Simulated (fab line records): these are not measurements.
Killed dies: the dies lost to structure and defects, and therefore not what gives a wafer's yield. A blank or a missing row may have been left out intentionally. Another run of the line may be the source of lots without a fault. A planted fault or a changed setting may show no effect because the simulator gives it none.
fab line records	flow nand-harc
record: lots: 11	wafers: 33	last-day: 34
route steps=1302 shown P_M0@268 P_M1@292 END@1302
lots with no fault: from the same line, run without faults
start-h: start of the lot's first displayed wafer, in hours after the record's first day	wait-h: hours elapsed since this lot's preceding step	" same as the row above	L1.1+2: several wafers, shown together as one row	- no value present, or no start provided	* or withheld: withheld	< > ~ a bound
route shown NAME@n: names a module that has steps shown in the file, with the first one's number in the route	usual: mean/standard deviation taken from wafers without a fault	same: alike in all rows	chamber/n: place in a boat	sites: readings site by site	_std_site: standard deviation across them	_edge_site: inner sites' mean taken away from outer sites' mean	radius-mm: for every site, how far away it sits from the centre of the wafer	mask NAME#n: copy n	behind: tool/chamber where the wafer was last shaped	hold: why the lot was held/for how many hours/how that ended	device: the transistor (n, p or np) that didn't switch	end of line: the route-end tests of the same wafers	step lacking rows: just its recipe	killed: not the wafer's yield, but the dies lost to structure and defects at the first sort	map: dies across one wafer; x = killed, . = not, _ = none there
set.NAME: setting as actually run; set.NAME@STEP: the setting as run at that earlier step	model.NAME: the simulator's own value behind a step, which no gauge read
steps of the route over a sample of lots; a table a step, a row a wafer
services: when a tool's chamber went out of use (start-h, in hours from the record's first day, below 0 if earlier), for how many hours, and the reason
== steps ==
step: NHARC_P_M0_ETCH_15
recipe: target-depth-a: 1500	overetch-a: 150	time-s: 82.5	c4f8-flow-sccm: withheld	ar-flow-sccm: 400	rf-w: 600	bias-w: 300	chemistry: C4F8/Ar
usual: bias-w: 300.0/0.79	oes-product-au: 0.957/0.02	rf-vpp-V: 440.7/2.3
lot.wafer	tool	chamber	start-h	wait-h	bias-w	oes-product-au	rf-hours-counter-h	rf-vpp-V
L879.2	rie-diel-04	2	-	-	298.6	0.945	15	442.3
L879.4	"	3	"	"	299.8	0.945	16	442.4
L879.5	"	2	"	"	299.7	0.953	-	442.7
L880.4	rie-diel-04	3	-	-	299.3	0.972	18	441.4
L880.2	"	1	"	"	299.4	0.948	21	439.8
L880.5	"	3	"	"	299.8	0.970	-	442.8
L882.1	rie-diel-02	1	-	-	300.0	0.914	30	439.6
L882.4	"	2	"	"	300.9	0.935	27	436.6
L882.6	"	2	"	"	299.7	0.935	-	438.0
L888.3	rie-diel-04	3	-	-	300.7	0.966	5	442.7
L888.2	"	1	"	"	300.3	0.951	4	440.9
L888.4	"	1	"	"	301.5	0.952	-	439.3
L889.3	rie-diel-03	0	-	-	300.5	0.922	37	442.5
L889.4	"	1	"	"	299.5	0.926	39	442.7
L889.5	"	1	"	"	299.9	0.924	-	442.7
L891.3	rie-diel-04	0	-	-	300.4	0.985	9	437.5
L891.6	"	0	"	"	301.9	0.982	-	438.1
L891.5	"	1	"	"	301.2	0.992	-	440.1
L892.4	rie-diel-03	3	-	-	299.8	0.931	45	440.4
L892.2	"	0	"	"	299.1	0.918	46	442.1
L892.6	"	2	"	"	300.2	0.927	-	437.1
L899.4	rie-diel-03	2	-	-	300.3	0.958	14	438.1
L899.2	"	1	"	"	302.1	0.984	11	443.8
L899.5	"	2	"	"	300.5	0.956	-	437.4
L900.4	rie-diel-03	2	-	-	300.0	0.948	14	435.8
L900.5	"	2	"	"	299.6	0.957	-	438.2
L900.6	"	3	"	"	299.0	0.950	-	441.3
L901.2	rie-diel-03	3	-	-	299.0	0.954	18	443.0
L901.4	"	0	"	"	300.8	0.921	15	442.4
L901.5	"	2	"	"	300.4	0.962	-	437.3
L902.2	rie-diel-04	1	-	-	299.7	0.981	28	439.9
L902.1	"	2	"	"	300.0	0.970	25	443.9
L902.5	"	0	"	"	299.2	0.966	-	436.9
step: NHARC_P_M0_PVD_21
recipe: target-thk-a: 300	chamber-pressure-pa: 5	power-w: 5000	substrate-temp-c: 30	time-s: 20.49	material: Cu
usual: throttle-valve-pct: 29.5/0.74
lot.wafer	tool	chamber	start-h	wait-h	throttle-valve-pct
L879.2	pvd-sputter-01	-	-	-	28.7
L879.4	"	-	"	"	29.6
L879.5	"	-	"	"	28.3
L880.2	pvd-sputter-01	-	-	-	28.8
L880.4	"	-	"	"	29.7
L880.5	"	-	"	"	29.1
L882.1	pvd-sputter-03	-	-	-	29.7
L882.4	"	-	"	"	30.6
L882.6	"	-	"	"	29.8
L888.4	pvd-sputter-01	-	-	-	28.2
L888.3	"	-	"	"	29.0
L888.2	"	-	"	"	29.0
L889.4	pvd-sputter-01	-	-	-	28.8
L889.3	"	-	"	"	29.2
L889.5	"	-	"	"	29.0
L891.3	pvd-sputter-03	-	-	-	29.5
L891.6	"	-	"	"	29.4
L891.5	"	-	"	"	30.4
L892.2	pvd-sputter-01	-	-	-	29.5
L892.4	"	-	"	"	28.4
L892.6	"	-	"	"	29.4
L899.2	pvd-sputter-03	-	-	-	29.7
L899.4	"	-	"	"	30.3
L899.5	"	-	"	"	29.7
L900.4	pvd-sputter-01	-	-	-	28.0
L900.5	"	-	"	"	28.2
L900.6	"	-	"	"	28.0
L901.2	pvd-sputter-02	-	-	-	29.7
L901.4	"	-	"	"	29.5
L901.5	"	-	"	"	29.9
L902.1	pvd-sputter-01	-	-	-	28.8
L902.2	"	-	"	"	29.7
L902.5	"	-	"	"	28.4
step: NHARC_P_M1_EXPOSE_06
recipe: na: 1.35	target-cd-nm: 130	dose-mj: 81.88	mask-id: P_M1
usual: exposure-dose-mJ-cm2: 81.82/0.096
lot.wafer	tool	chamber	start-h	wait-h	mask	exposure-dose-mJ-cm2
L879.2	arfi-scanner-01	0	125.44	-	P_M1#0	81.97
L879.4	"	0	"	"	P_M1#0	81.87
L879.5	"	0	"	"	P_M1#0	81.94
L880.2	arfi-scanner-03	0	138.02	-	P_M1#0	81.81
L880.4	"	0	"	"	P_M1#0	81.79
L880.5	"	0	"	"	P_M1#0	81.80
L882.1	arfi-scanner-02	0	158.15	-	P_M1#0	81.77
L882.4	"	0	"	"	P_M1#0	81.73
L882.6	"	0	"	"	P_M1#0	81.66
L888.2	arfi-scanner-03	0	219.77	-	P_M1#0	81.97
L888.3	"	0	"	"	P_M1#0	81.78
L888.4	"	0	"	"	P_M1#0	81.80
L889.3	arfi-scanner-03	0	228.04	-	P_M1#0	81.91
L889.4	"	0	"	"	P_M1#0	81.78
L889.5	"	0	"	"	P_M1#0	81.71
L891.3	arfi-scanner-02	0	247.18	-	P_M1#0	82.02
L891.5	"	0	"	"	P_M1#0	81.97
L891.6	"	0	"	"	P_M1#0	81.98
L892.2	arfi-scanner-03	0	250.87	-	P_M1#0	81.84
L892.4	"	0	"	"	P_M1#0	81.76
L892.6	"	0	"	"	P_M1#0	81.77
L899.2	arfi-scanner-01	0	330.73	-	P_M1#0	79.86
L899.4	"	0	"	"	P_M1#0	79.83
L899.5	"	0	"	"	P_M1#0	79.76
L900.4	arfi-scanner-01	0	333.58	-	P_M1#0	80.11
L900.5	"	0	"	"	P_M1#0	80.22
L900.6	"	0	"	"	P_M1#0	79.98
L901.2	arfi-scanner-03	0	344.67	-	P_M1#0	81.75
L901.4	"	0	"	"	P_M1#0	81.77
L901.5	"	0	"	"	P_M1#0	81.85
L902.1	arfi-scanner-01	0	356.79	-	P_M1#0	80.44
L902.2	"	0	"	"	P_M1#0	80.36
L902.5	"	0	"	"	P_M1#0	80.45
step: NHARC_P_M1_STRIP_18
recipe: power-w: 1000	n2-flow-sccm: 150	h2-flow-sccm: 150	ar-flow-sccm: 0	bias-w: 0	chemistry: N2/H2
usual: drypump-motor-current-A: 5.5/0.46	oes-product-au: 0.999/0.0089	rf-vpp-V: 90.4/1	showerhead-plenum-p-Torr: 1.97/0.082	throttle-valve-pct: 14.171/0.0087
same: bias-w: 0
lot.wafer	tool	chamber	start-h	wait-h	drypump-motor-current-A	oes-product-au	rf-hours-counter-h	rf-vpp-V	showerhead-plenum-p-Torr	throttle-valve-pct
L879.4	rie-diel-05	2	126.19	0.1	5.8	1.010	19	90.3	2.01	14.174
L879.2	"	3	"	"	5.2	0.995	21	90.5	2.08	14.166
L879.5	"	0	"	"	6.7	1.004	-	90.3	1.92	14.181
L880.4	rie-diel-05	1	138.72	0.1	6.2	0.980	21	92.1	2.16	14.168
L880.2	"	3	"	"	5.2	0.999	23	90.7	2.08	14.158
L880.5	"	1	"	"	6.2	0.980	-	91.6	2.16	14.176
L882.4	rie-diel-13	3	158.86	0.1	5.7	1.009	14	90.2	2.02	14.162
L882.1	"	0	"	"	5.9	1.005	15	89.4	2.10	14.166
L882.6	"	3	"	"	5.7	1.007	-	90.1	2.02	14.153
L888.3	rie-diel-07	0	220.54	0.1	5.3	0.999	7	89.5	1.90	14.168
L888.2	"	1	"	"	4.9	0.996	6	89.6	1.93	14.184
L888.4	"	2	"	"	5.3	1.001	6	88.6	1.91	14.163
L889.4	rie-diel-07	1	228.81	0.1	4.9	0.995	7	89.5	1.93	14.183
L889.3	"	3	"	"	5.6	1.001	7	89.5	1.93	14.164
L889.5	"	0	"	"	5.3	0.991	-	89.8	1.89	14.161
L891.3	rie-diel-13	2	247.90	0.1	5.8	0.996	8	90.4	2.11	14.160
L891.5	"	1	"	"	5.6	0.988	-	89.8	1.96	14.162
L891.6	"	2	"	"	5.8	1.009	-	92.6	2.11	14.160
L892.2	rie-diel-07	0	251.62	0.1	5.3	0.994	9	89.9	1.89	14.168
L892.4	"	1	"	"	4.9	1.000	8	91.2	1.93	14.168
L892.6	"	2	"	"	5.2	0.994	-	91.3	1.91	14.180
L899.2	rie-diel-13	0	331.44	0.1	6.0	0.994	12	91.7	2.10	14.170
L899.4	"	1	"	"	5.6	0.991	15	88.5	1.96	14.171
L899.5	"	1	"	"	5.6	1.010	-	90.2	1.96	14.169
L900.4	rie-diel-07	3	334.35	0.1	5.6	0.992	2	91.4	1.93	14.178
L900.5	"	0	"	"	5.3	0.996	-	89.1	1.89	14.177
L900.6	"	1	"	"	4.9	1.017	-	89.4	1.93	14.165
L901.4	rie-diel-07	1	345.37	0.1	4.9	1.012	3	91.3	1.93	14.175
L901.2	"	3	"	"	5.6	0.991	2	90.8	1.93	14.169
L901.5	"	2	"	"	5.2	0.988	-	90.3	1.91	14.174
L902.2	rie-diel-07	1	357.52	0.1	4.9	1.010	4	90.3	1.93	14.176
L902.1	"	2	"	"	5.3	1.003	4	90.5	1.91	14.179
L902.5	"	1	"	"	4.9	1.019	-	91.3	1.93	14.160
step: NHARC_END_SORT_01
recipe: temp-c: 25
usual: defect-limited-yield: 91.8/2.5	killed-at-array: 51/17	killed-at-other: 1.0/1.2	killed-at-periphery: 3.4/2.5	killed-dies: 56/17	killed-open: 3.3/2.1	killed-short: 2.6/1.6	sort_bin_2_pct: 2.8/1.1	sort_bin_3_pct: 0.6/0.34	sort_bin_4_pct: 4.9/1.5	sort-n-pass: 621/17	sort-rim-yield-pct: 93/4	sort-yield-pct: 91.8/2.5
same: gross-dies: 677	sort_bin_5_pct[%]: 0	sort_bin_6_pct[%]: 0	sort_bin_7_pct[%]: 0	sort_bin_8_pct[%]: 0	sort-rim-n-gross: 106.00
lot.wafer	tool	chamber	start-h	wait-h	defect-limited-yield[%]	killed-at-array	killed-at-other	killed-at-periphery	killed-dies	killed-open	killed-short	sort_bin_2_pct[%]	sort_bin_3_pct[%]	sort_bin_4_pct[%]	sort-n-pass	sort-rim-yield-pct[%]	sort-yield-pct[%]
L879.2	prober-02	0	568.98	2.8	95.0	33	0	1	34	3	3	1.5	0.6	3.0	643	91	95.0
L879.4	prober-02	0	570.60	3.4	96.3	22	2	1	25	2	4	1.5	0.1	2.1	652	92	96.3
L879.5	prober-02	0	571.42	3.8	96.3	24	0	1	25	5	2	1.6	0.3	1.8	652	92	96.3
L880.2	prober-01	0	581.94	2.8	89.2	67	2	4	73	2	6	3.7	0.4	6.6	604	95	89.2
L880.4	prober-01	0	583.56	3.4	91.6	51	1	5	57	7	2	1.9	0.7	5.8	620	84	91.6
L880.5	prober-01	0	584.36	3.7	91.4	55	0	3	58	10	1	2.5	0.6	5.5	619	91	91.4
L882.1	prober-01	0	591.00	2.5	93.4	43	0	2	45	5	4	2.5	0.7	3.4	632	91	93.4
L882.4	prober-01	0	593.39	3.4	92.8	45	0	4	49	6	1	2.2	1.0	4.0	628	92	92.8
L882.6	prober-01	0	594.98	4.0	90.5	62	0	2	64	6	2	2.5	0.6	6.4	613	96	90.5
L888.2	prober-02	0	689.82	2.8	90.7	60	1	2	63	5	0	3.2	0.1	5.9	614	97	90.7
L888.3	prober-02	0	690.62	3.1	88.0	75	0	6	81	9	2	4.1	0.7	7.1	596	95	88.0
L888.4	prober-02	0	691.43	3.4	92.9	45	1	2	48	4	3	2.1	0.3	4.7	629	87	92.9
L891.3	prober-01	0	690.57	3.1	87.1	85	1	1	87	2	3	4.4	1.2	7.2	590	91	87.1
L891.5	prober-01	0	692.17	3.7	89.5	68	0	3	71	6	1	5.0	0.7	4.7	606	90	89.5
L891.6	prober-01	0	692.98	4.0	88.9	74	0	1	75	4	1	4.6	0.9	5.6	602	93	88.9
L889.3	prober-01	0	698.32	3.1	95.0	28	2	4	34	2	2	2.2	0.6	2.2	643	89	95.0
L889.4	prober-01	0	699.13	3.4	92.0	52	2	0	54	3	3	1.8	0.7	5.5	623	98	92.0
L889.5	prober-01	0	699.93	3.7	93.6	39	2	2	43	1	3	2.8	0.3	3.2	634	96	93.6
L892.2	prober-02	0	702.90	2.8	93.5	43	0	1	44	0	2	2.8	0.4	3.2	633	92	93.5
L892.4	prober-02	0	704.53	3.4	89.1	70	1	3	74	2	4	4.1	1.0	5.8	603	96	89.1
L892.6	prober-02	0	706.15	4.1	92.2	48	0	5	53	3	2	2.2	0.7	4.9	624	90	92.2
L899.2	prober-01	0	770.02	2.8	93.2	40	2	4	46	4	1	1.9	0.4	4.4	631	96	93.2
L899.4	prober-01	0	771.62	3.4	94.7	31	1	4	36	1	3	2.4	0.3	2.7	641	96	94.7
L899.5	prober-01	0	772.43	3.7	93.9	39	0	2	41	0	2	1.5	0.4	4.1	636	95	93.9
L901.2	prober-02	0	773.09	2.8	94.5	35	0	2	37	7	4	1.8	0.6	3.1	640	98	94.5
L901.4	prober-02	0	774.68	3.4	94.1	34	1	5	40	6	3	2.4	0.6	3.0	637	96	94.1
L901.5	prober-02	0	775.48	3.7	93.4	42	0	3	45	2	4	2.1	0.7	3.8	632	93	93.4
L900.4	prober-01	0	779.38	3.4	90.1	61	3	3	67	4	3	4.0	0.7	5.2	610	88	90.1
L900.5	prober-01	0	780.17	3.7	91.0	56	2	3	61	5	1	2.5	0.4	6.1	616	92	91.0
L900.6	prober-01	0	780.97	4.0	91.1	54	3	3	60	3	0	2.2	0.9	5.8	617	94	91.1
L902.1	prober-01	0	811.25	2.5	87.9	76	1	5	82	5	2	4.4	1.2	6.5	595	90	87.9
L902.2	prober-01	0	812.04	2.8	88.3	74	0	5	79	1	3	4.6	0.6	6.5	598	91	88.3
L902.5	prober-01	0	814.41	3.7	90.5	60	1	3	64	3	3	3.1	1.0	5.3	613	92	90.5
killed by level:class
L879.2 A_CHANNEL_HOLE_D2:chamber-film-flake=15 A_CHANNEL_HOLE_D1:chamber-film-flake=5 A_WL_FILL:chamber-film-flake=3 A_ONON_D1:geometric-particle:open=2 A_STAIRCASE:chamber-film-flake=2 P_GATE:geometric-particle:short=1 A_CHANNEL_FILL_D1:geometric-particle:short=1 A_ONON_D2:geometric-particle:open=1
L879.4 A_CHANNEL_HOLE_D2:chamber-film-flake=12 A_WL_FILL:chamber-film-flake=2 A_ONON_D1:geometric-particle:short=1 A_CHANNEL_FILL_D1:geometric-particle:short=1 A_DECK1_JOINT:geometric-particle:short=1 A_ONON_D2:geometric-particle:open=1 A_CONTACT:geometric-particle:short=1 P_ZERO_WELL:chamber-film-flake=1
L879.5 A_CHANNEL_HOLE_D2:chamber-film-flake=12 A_WL_FILL:chamber-film-flake=3 A_CHANNEL_HOLE_D1:chamber-film-flake=2 P_GATE:geometric-particle:open=1 A_ONON_D1:geometric-particle:short=1 A_CHANNEL_FILL_D1:geometric-particle:open=1 A_ONON_D2:geometric-particle:open=1 A_CHANNEL_FILL_D2:geometric-particle:short=1
L880.2 A_CHANNEL_HOLE_D1:chamber-film-flake=35 A_SLIT:chamber-film-flake=14 A_CHANNEL_HOLE_D2:chamber-film-flake=10 P_M1:geometric-particle:short=2 A_STAIRCASE:chamber-film-flake=2 THIN_TSV:chamber-film-flake=2 P_STI:geometric-particle:short=1 A_ONON_D1:geometric-particle:open=1
L880.4 A_SLIT:chamber-film-flake=17 A_CHANNEL_HOLE_D1:chamber-film-flake=9 A_CHANNEL_HOLE_D2:chamber-film-flake=7 A_SGD_CUT:chamber-film-flake=3 A_CONTACT:chamber-film-flake=3 A_CHANNEL_FILL_D1:chamber-film-flake=2 A_STAIRCASE:chamber-film-flake=2 P_CONTACT:geometric-particle:open=1
L880.5 A_SLIT:chamber-film-flake=23 A_CHANNEL_HOLE_D1:chamber-film-flake=10 A_CHANNEL_HOLE_D2:chamber-film-flake=4 A_CONTACT:chamber-film-flake=4 P_CONTACT:geometric-particle:open=2 A_CONTACT:geometric-particle:open=2 A_BLC:geometric-particle:open=2 A_SGD_CUT:chamber-film-flake=2
L882.1 A_CHANNEL_HOLE_D2:chamber-film-flake=15 A_CONTACT:chamber-film-flake=8 A_CHANNEL_HOLE_D1:chamber-film-flake=6 A_WL_FILL:chamber-film-flake=3 A_ONON_D1:geometric-particle:open=2 P_M2:geometric-particle:open=1 A_ONON_D1:geometric-particle:short=1 A_CHANNEL_HOLE_D1:geometric-particle:short=1
L882.4 A_CHANNEL_HOLE_D2:chamber-film-flake=15 A_CONTACT:chamber-film-flake=10 A_STAIRCASE:chamber-film-flake=6 A_CHANNEL_HOLE_D1:chamber-film-flake=3 P_ZERO_WELL:chamber-film-flake=2 A_BONDPAD:chamber-film-flake=2 A_CHANNEL_FILL_D1:chamber-film-flake=2 P_GATE:geometric-particle:open=1
L882.6 A_CHANNEL_HOLE_D2:chamber-film-flake=35 A_STAIRCASE:chamber-film-flake=7 A_CONTACT:chamber-film-flake=4 A_WL_FILL:chamber-film-flake=3 A_SGD_CUT:chamber-film-flake=2 P_CONTACT:geometric-particle:open=1 A_SOURCE_PLATE:geometric-particle:open=1 A_CHANNEL_FILL_D1:geometric-particle:short=1
L888.2 A_CHANNEL_HOLE_D1:chamber-film-flake=30 A_CHANNEL_HOLE_D2:chamber-film-flake=13 A_CONTACT:chamber-film-flake=7 A_CHANNEL_FILL_D2:chamber-film-flake=2 A_ONON_D1:geometric-particle:open=1 A_CHANNEL_FILL_D1:geometric-particle:open=1 A_ONON_D2:geometric-particle:open=1 A_CONTACT:geometric-particle:open=1
L891.3 A_CHANNEL_HOLE_D1:chamber-film-flake=36 A_SLIT:chamber-film-flake=26 A_CHANNEL_HOLE_D2:chamber-film-flake=11 A_CHANNEL_FILL_D2:chamber-film-flake=3 A_CONTACT:chamber-film-flake=3 A_ZERO_WELL:chamber-film-flake=2 P_M0:geometric-particle:open=1 A_CHANNEL_HOLE_D2:geometric-particle:short=1
L888.3 A_CHANNEL_HOLE_D1:chamber-film-flake=30 A_CHANNEL_HOLE_D2:chamber-film-flake=22 A_CONTACT:chamber-film-flake=7 P_STI:chamber-film-flake=4 A_STAIRCASE:chamber-film-flake=4 A_ONON_D1:geometric-particle:open=2 A_CHANNEL_FILL_D2:geometric-particle:open=2 A_SLIT:chamber-film-flake=2
L888.4 A_CHANNEL_HOLE_D2:chamber-film-flake=19 A_CHANNEL_HOLE_D1:chamber-film-flake=10 A_CONTACT:chamber-film-flake=6 A_SLIT:chamber-film-flake=2 P_M0:geometric-particle:open=1 A_SOURCE_PLATE:geometric-particle:short=1 A_CHANNEL_FILL_D1:geometric-particle:open=1 A_CHANNEL_FILL_D2:geometric-particle:open=1
L891.5 A_SLIT:chamber-film-flake=33 A_CHANNEL_HOLE_D2:chamber-film-flake=14 A_CHANNEL_HOLE_D1:chamber-film-flake=11 A_CONTACT:chamber-film-flake=3 P_CONTACT:geometric-particle:open=1 P_M0:geometric-particle:open=1 A_CHANNEL_FILL_D1:geometric-particle:open=1 A_ONON_D2:geometric-particle:open=1
L891.6 A_CHANNEL_HOLE_D1:chamber-film-flake=33 A_SLIT:chamber-film-flake=29 A_CHANNEL_HOLE_D2:chamber-film-flake=7 P_CONTACT:geometric-particle:open=1 A_CHANNEL_FILL_D2:geometric-particle:short=1 A_CHANNEL_FILL_D2:geometric-particle:open=1 A_CONTACT:geometric-particle:open=1 A_M1:geometric-particle:open=1
L889.3 A_CHANNEL_HOLE_D1:chamber-film-flake=9 A_CHANNEL_HOLE_D2:chamber-film-flake=5 A_CONTACT:chamber-film-flake=4 A_SLIT:chamber-film-flake=3 P_M0:chamber-film-flake=2 A_CHANNEL_HOLE_D2:unspecified=2 THIN_TSV:chamber-film-flake=2 P_STI:geometric-particle:open=1
L889.4 A_CHANNEL_HOLE_D1:chamber-film-flake=34 A_SLIT:chamber-film-flake=4 A_CONTACT:chamber-film-flake=4 A_CHANNEL_HOLE_D2:unspecified=2 THIN_TSV:chamber-film-flake=2 A_ONON_D1:geometric-particle:open=1 A_SGD_CUT:geometric-particle:open=1 A_WL_FILL:geometric-particle:short=1
L889.5 A_CHANNEL_HOLE_D1:chamber-film-flake=27 A_CHANNEL_HOLE_D2:unspecified=3 A_SLIT:chamber-film-flake=3 A_CONTACT:chamber-film-flake=2 THIN_TSV:chamber-film-flake=2 A_CHANNEL_HOLE_D1:geometric-particle:short=1 A_ONON_D2:geometric-particle:short=1 A_ONON_D2:geometric-particle:open=1
L892.2 A_CHANNEL_HOLE_D2:chamber-film-flake=19 A_CHANNEL_HOLE_D1:chamber-film-flake=14 A_CONTACT:chamber-film-flake=4 A_ZERO_WELL:chamber-film-flake=2 A_STAIRCASE:chamber-film-flake=2 A_CHANNEL_HOLE_D1:geometric-particle:short=1 A_CHANNEL_FILL_D1:geometric-particle:short=1 P_GATE:chamber-film-flake=1
L892.4 A_CHANNEL_HOLE_D1:chamber-film-flake=34 A_CHANNEL_HOLE_D2:chamber-film-flake=23 A_CONTACT:chamber-film-flake=7 A_CHANNEL_FILL_D1:geometric-particle:short=2 P_ZERO_WELL:chamber-film-flake=2 P_M1:geometric-particle:open=1 A_DECK1_JOINT:geometric-particle:short=1 A_CHANNEL_FILL_D2:geometric-particle:open=1
L892.6 A_CHANNEL_HOLE_D2:chamber-film-flake=20 A_CHANNEL_HOLE_D1:chamber-film-flake=14 A_CONTACT:chamber-film-flake=5 P_GATE:chamber-film-flake=2 A_WL_FILL:chamber-film-flake=2 P_CONTACT:geometric-particle:open=1 A_ONON_D2:geometric-particle:short=1 A_WL_FILL:geometric-particle:short=1
L899.2 A_CHANNEL_HOLE_D1:chamber-film-flake=14 A_SLIT:chamber-film-flake=9 A_CONTACT:chamber-film-flake=4 A_BONDPAD:chamber-film-flake=3 A_CHANNEL_HOLE_D2:chamber-film-flake=2 A_STAIRCASE:chamber-film-flake=2 A_WL_FILL:chamber-film-flake=2 THIN_TSV:chamber-film-flake=2
L899.4 A_CHANNEL_HOLE_D1:chamber-film-flake=12 A_BONDPAD:chamber-film-flake=7 A_SLIT:chamber-film-flake=4 A_CONTACT:chamber-film-flake=3 A_STAIRCASE:chamber-film-flake=3 P_M2:chamber-film-flake=2 P_STI:geometric-particle:open=1 A_ONON_D1:geometric-particle:short=1
L899.5 A_CHANNEL_HOLE_D1:chamber-film-flake=11 A_SLIT:chamber-film-flake=8 A_BONDPAD:chamber-film-flake=7 A_CONTACT:chamber-film-flake=6 A_STAIRCASE:chamber-film-flake=4 A_ONON_D2:geometric-particle:short=1 A_SGD_CUT:geometric-particle:short=1 P_ZERO_WELL:chamber-film-flake=1
L901.2 A_CHANNEL_HOLE_D1:chamber-film-flake=9 A_CONTACT:chamber-film-flake=9 A_SLIT:chamber-film-flake=4 A_ONON_D2:geometric-particle:open=2 A_DECK1_JOINT:chamber-film-flake=2 P_GATE:geometric-particle:open=1 P_CONTACT:geometric-particle:open=1 A_ONON_D1:geometric-particle:short=1
L901.4 A_CHANNEL_HOLE_D1:chamber-film-flake=11 A_CONTACT:chamber-film-flake=6 A_CHANNEL_HOLE_D2:chamber-film-flake=3 A_CHANNEL_FILL_D2:chamber-film-flake=3 A_SLIT:chamber-film-flake=3 P_GATE:chamber-film-flake=2 A_DECK1_JOINT:chamber-film-flake=2 P_CONTACT:geometric-particle:short=1
L901.5 A_CHANNEL_HOLE_D1:chamber-film-flake=18 A_CONTACT:chamber-film-flake=12 A_SLIT:chamber-film-flake=3 P_M0:geometric-particle:short=1 A_CHANNEL_HOLE_D1:geometric-particle:short=1 A_DECK1_JOINT:geometric-particle:open=1 A_SGD_CUT:geometric-particle:short=1 A_M0:geometric-particle:open=1
L900.4 A_CHANNEL_HOLE_D2:chamber-film-flake=25 A_CHANNEL_HOLE_D1:chamber-film-flake=12 A_STAIRCASE:chamber-film-flake=6 A_SLIT:chamber-film-flake=3 THIN_TSV:chamber-film-flake=3 A_WL_FILL:geometric-particle:short=2 A_SGD_CUT:chamber-film-flake=2 P_CONTACT:chamber-film-flake=2
L900.5 A_CHANNEL_HOLE_D2:chamber-film-flake=24 A_CHANNEL_HOLE_D1:chamber-film-flake=13 A_STAIRCASE:chamber-film-flake=6 A_BONDPAD:chamber-film-flake=4 THIN_TSV:chamber-film-flake=2 A_SGD_CUT:chamber-film-flake=2 A_CONTACT:chamber-film-flake=2 P_GATE:geometric-particle:open=1
L900.6 A_CHANNEL_HOLE_D2:chamber-film-flake=21 A_CHANNEL_HOLE_D1:chamber-film-flake=14 A_SLIT:chamber-film-flake=4 A_STAIRCASE:chamber-film-flake=4 A_DECK1_JOINT:chamber-film-flake=3 A_CONTACT:chamber-film-flake=3 THIN_TSV:chamber-film-flake=3 A_SGD_CUT:chamber-film-flake=2
L902.1 A_SLIT:chamber-film-flake=36 A_CONTACT:chamber-film-flake=13 A_CHANNEL_HOLE_D1:chamber-film-flake=9 A_STAIRCASE:chamber-film-flake=5 A_ZERO_WELL:chamber-film-flake=3 A_DECK1_JOINT:chamber-film-flake=3 A_CHANNEL_HOLE_D2:chamber-film-flake=3 P_CONTACT:geometric-particle:open=1
L902.2 A_SLIT:chamber-film-flake=37 A_STAIRCASE:chamber-film-flake=14 A_CHANNEL_HOLE_D1:chamber-film-flake=10 A_CONTACT:chamber-film-flake=7 P_GATE:chamber-film-flake=2 P_M0:geometric-particle:open=1 A_CHANNEL_HOLE_D1:geometric-particle:short=1 A_CONTACT:geometric-particle:short=1
L902.5 A_SLIT:chamber-film-flake=23 A_STAIRCASE:chamber-film-flake=12 A_CHANNEL_HOLE_D1:chamber-film-flake=9 A_CONTACT:chamber-film-flake=9 A_ONON_D1:geometric-particle:short=2 P_M1:geometric-particle:open=1 P_M2:geometric-particle:open=1 A_CONTACT:geometric-particle:open=1
== services ==
tool	chamber	start-h	hours	kind
rie-diel-03	-	104.30	9.0	pm
rie-diel-07	-	117.27	9.0	pm
pvd-sputter-03	-	122.46	5.8	repair
rie-diel-04	0	140.13	4.5	repair
rie-diel-13	-	152.17	0.8	repair
rie-diel-13	-	165.00	9.0	pm
arfi-scanner-03	-	170.99	0.2	repair
rie-diel-04	-	177.90	9.0	pm
arfi-scanner-03	-	196.00	4.0	pm
rie-diel-04	2	205.48	14.0	repair
rie-diel-03	1	214.80	2.8	repair
pvd-sputter-01	-	225.98	9.7	repair
arfi-scanner-01	-	258.08	4.0	pm
rie-diel-03	-	281.30	9.0	pm
rie-diel-04	-	283.30	0.9	repair
rie-diel-07	-	294.27	9.0	pm
pvd-sputter-01	-	310.03	2.6	repair
pvd-sputter-01	-	333.28	2.8	repair
rie-diel-03	0	337.37	3.0	repair
rie-diel-07	3	337.93	1.2	repair
rie-diel-03	2	340.82	2.7	repair
pvd-sputter-01	-	347.65	2.7	repair
pvd-sputter-01	-	351.21	2.2	repair
rie-diel-04	-	354.90	9.0	pm
== key ==
first-sign: step: NHARC_P_M1_EXPOSE_06	reading: exposure-dose-mJ-cm2	direction: down	sigmas: 18	usual: 81.82	struck: 80.11
effect none on later readings
met-at NHARC_P_M1_EXPOSE_06
struck-lots L899,L900,L902
loop-trim: step: NHARC_P_M1_EXPOSE_06	setting: dose	lots: L900,L902
not-acting-at NHARC_P_M0_ETCH_15,NHARC_P_M0_PVD_21,NHARC_P_M1_STRIP_18
onset-between 125.44 330.73
fault: kind: process-parameter-drift	tool: arfi-scanner-01	chamber: -	onset-h: 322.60	steps: NHARC_P_M1_EXPOSE_06	channel: dose-mj	offset: -2.1422	shape: step	acts-in: these-recipes-only	stated: 81.88
loop-trim: a control loop set the setting to another value than it would have without faults
